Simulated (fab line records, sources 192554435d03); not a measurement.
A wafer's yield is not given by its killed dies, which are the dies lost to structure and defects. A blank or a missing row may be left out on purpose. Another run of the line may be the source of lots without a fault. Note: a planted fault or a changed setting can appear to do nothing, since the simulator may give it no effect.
3 desks looking at one fault -- flow n5 finfet -- each desk has only its own numbers; what lay behind them comes last

THE DEFECT DESK
For each lot, the counts of the inspections along the route, averaged over the sampled wafers that have a number. Any lot whose mean is over 4 standard deviations away from the usual mean is out of limits and marked OUT; that distance is given in the brackets.
Columns: A = raw defect count at N5_DUMMY_REMOVAL_INSPECT_06, usual 11
lot,first seen here,A
L209,day 4 04:35,10
L210,day 4 14:08,9
L215,day 5 21:07,9
L217,day 6 08:26,7
L219,day 6 23:32,10
L220,day 7 02:13,13
L226,day 8 10:40,12
L230,day 9 10:09,9
L231,day 9 16:43,10
This desk found nothing out of limits on any of the 9 lots.

THE TOOL OWNER'S DESK: ald metal-01
The tool's own readings at N5_HKMG_FIN_PWFM_ALD_03 (deposits TiN, target thk 2 nm, pulse time 1 s, purge time 3 s): means of the sampled wafers that have a number, for each lot that ran on this tool. Any lot whose mean is over 4 standard deviations away from the usual mean is out of limits and marked OUT; that distance is given in the brackets.
Columns: A = heater power w at N5_HKMG_FIN_PWFM_ALD_03, usual 912 W; B = precursor pulse height rel at N5_HKMG_FIN_PWFM_ALD_03, usual 1.002; C = susceptor temp C at N5_HKMG_FIN_PWFM_ALD_03, usual 399.99 C
lot,first seen here,A,B,C
L209,day 4 08:26,849,0.983,400.10
L210,day 4 17:56,883,0.998,399.95
L217,day 6 12:23,826,0.981,400.00
L220,day 7 06:18,860,1.006,399.77
L226,day 8 14:34,940,1.017,414.99 (+71) OUT
L230,day 9 14:09,901,1.005,407.26 (+35) OUT
This desk finds L226, L230 out of limits, L226 being first, at day 8 14:34 (susceptor temp C at N5_HKMG_FIN_PWFM_ALD_03). L209, L210, L217, L220: within limits.

METROLOGY DESK
What the gauges read, lot by lot, whatever tool the lot ran on: means of the sampled wafers that have a number. Any lot whose mean is over 4 standard deviations away from the usual mean is out of limits and marked OUT; that distance is given in the brackets. Shown here are 7 of its 10 readings, the ones lying furthest out on some lot.
Columns: A = DIBL_N at N5_BEOL_M4_RC_MEAS_101, usual 36.4 mV/V; B = DIBL_P at N5_BEOL_M4_RC_MEAS_101, usual 35.9 mV/V; C = IOFF_P at N5_BEOL_M4_RC_MEAS_101, usual 0.20 nA/um; D = ION_N at N5_BEOL_M4_RC_MEAS_101, usual 670 uA/um; E = ION_P at N5_BEOL_M4_RC_MEAS_101, usual 459 uA/um; F = VT_N at N5_BEOL_M4_RC_MEAS_101, usual 251 mV; G = VT_P at N5_BEOL_M4_RC_MEAS_101, usual -252 mV
lot,first seen here,A,B,C,D,E,F,G
L209,day 8 03:50,37.0,35.5,0.21,667,459,250,-250
L210,day 8 05:18,39.1,37.5,0.25,686,470,248,-247
L215,day 10 08:22,35.9,36.1,0.17,673,458,253,-255
L217,day 10 12:04,38.2,39.1,0.21,681,461,249,-253
L219,day 11 00:14,36.6,35.3,0.20,671,462,250,-251
L220,day 11 09:44,35.9,34.9,0.19,676,464,251,-251
L226,day 12 22:43,35.2,35.5,0.21,644,457,259,-250
L231,day 13 18:51,35.4,34.0,0.15,660,450,255,-259
L230,day 13 23:13,35.4,35.5,0.21,667,461,254,-250
This desk found nothing out of limits on any of the 9 lots.

BROUGHT TOGETHER
The tool owner's desk had the chance to raise an alarm at day 8 14:34 on L226, L230.
The defect desk saw nothing out of limits.
Nothing out of limits was seen by the metrology desk.
The defect desk has L226, L230 on record, within its limits.
The metrology desk has L226, L230 on record, within its limits.
The lots listed all ran N5_HKMG_FIN_PWFM_ALD_03 on ald metal-01.

WHAT THE SIMULATOR HAD INSERTED
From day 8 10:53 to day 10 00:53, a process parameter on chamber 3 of ald metal-01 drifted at N5_HKMG_FIN_PWFM_ALD_03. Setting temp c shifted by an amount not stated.
Lots struck among those shown: L226, L230.
How many hours passed from the start of the fault until each desk's first out-of-limits reading: the tool owner's desk, 4.
